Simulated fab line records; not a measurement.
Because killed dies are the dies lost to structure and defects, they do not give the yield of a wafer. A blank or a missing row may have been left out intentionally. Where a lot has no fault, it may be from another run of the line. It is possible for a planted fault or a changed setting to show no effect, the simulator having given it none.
Problem report in the 8D (eight disciplines) form, filled by code || flow n5_finfet || the parts of the form that need people (team, actions taken, sign-off) are left out

1. THE PROBLEM
Mean of bias_w at N5_BEOL_M11_TRENCH_ETCH_37: 195.0 W across 6 wafers in 2 lots; on wafers with no fault it is 185.1 W (standard deviation 0.53). That is +19 standard deviations from the usual mean.
The step: etches SiCOH lowk in C4F6/O2, target depth 148.83 nm, time 48 s.
The first sign was on wafer L592.3 at day 11 18:16, on rie_diel-04. The record holds 30 wafers of 10 lots with a number at this step. The rule behind "out" and "out of limits": a value lying over 4 standard deviations away from the usual mean. The other wafers with a number count as sound.

2. WHAT IT IS, WHAT IT ISN'T
{"question": "which readings at this step", "is": "bias_w", "is not": "drypump_motor_current_A, oes_product_au, showerhead_plenum_p_Torr, throttle_valve_pct"}
{"question": "which lots", "is": "L592, L593", "is not": "L586, L590, L602, L603, L604, L605, L606, L607"}
{"question": "which wafers of those lots", "is": "all that have a number", "is not": "-"}
{"question": "read on which tools", "is": "rie_diel-04", "is not": "rie_diel-05, rie_diel-06"}
{"question": "when", "is": "from day 11 18:16", "is not": "up to then (6 sound wafers); but 18 sound wafers of L602, L603, L604, L605, L606, L607 came after"}

3. WHAT RULES OUT EACH SUSPECT
Counting: a tool at a process step up to the reading stays a suspect if it ran every lot that is out and no sound lot after the first of them.
- rie_diel-04 at N5_BEOL_M11_ETCH_65 (etches SiARC in CF4, target depth 39 nm, time 65 s): ruled out as a lasting fault. Sound lots L602, L605 ran on it after its first lot that is out, L592 (day 11 18:00).
- rie_diel-04 at N5_BEOL_M11_TRENCH_ETCH_37 (etches SiCOH lowk in C4F6/O2, target depth 148.83 nm, time 48 s): ruled out as a lasting fault. Sound lots L602, L605 ran on it after its first lot that is out, L592 (day 11 18:16).
Left after counting: nothing in the record.

4. THE CAUSE (what the simulator had put in)
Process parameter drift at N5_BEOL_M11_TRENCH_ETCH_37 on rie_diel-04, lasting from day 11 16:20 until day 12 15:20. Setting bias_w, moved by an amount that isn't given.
Counting ruled it out, wrongly.

5. SEQUENCE OF EFFECTS, ordered by route
Each row: a reading where the mean over the struck wafers with a number is more than 3 standard deviations away from the usual. Only readings whose record carries a usual standard deviation are examined. hours: median over the lots of the time between each lot's start at the first step of this table that gives one and its start at this step. sigmas: the change, counted in usual standard deviations.
{"hours": 0, "step": "N5_BEOL_M11_TRENCH_ETCH_37", "reading": "bias_w", "usual": "185.1 W", "on struck wafers": 195.0, "change": "+9.9", "sigmas": "+19"}
Process steps it contains:
- N5_BEOL_M11_TRENCH_ETCH_37: etches SiCOH lowk in C4F6/O2, target depth 148.83 nm, time 48 s.

6. HOW IT WOULD HAVE BEEN CAUGHT EARLIER
2 hours passed between the start of the fault at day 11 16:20 and the first reading out of limits in this record, taken at day 11 18:16.
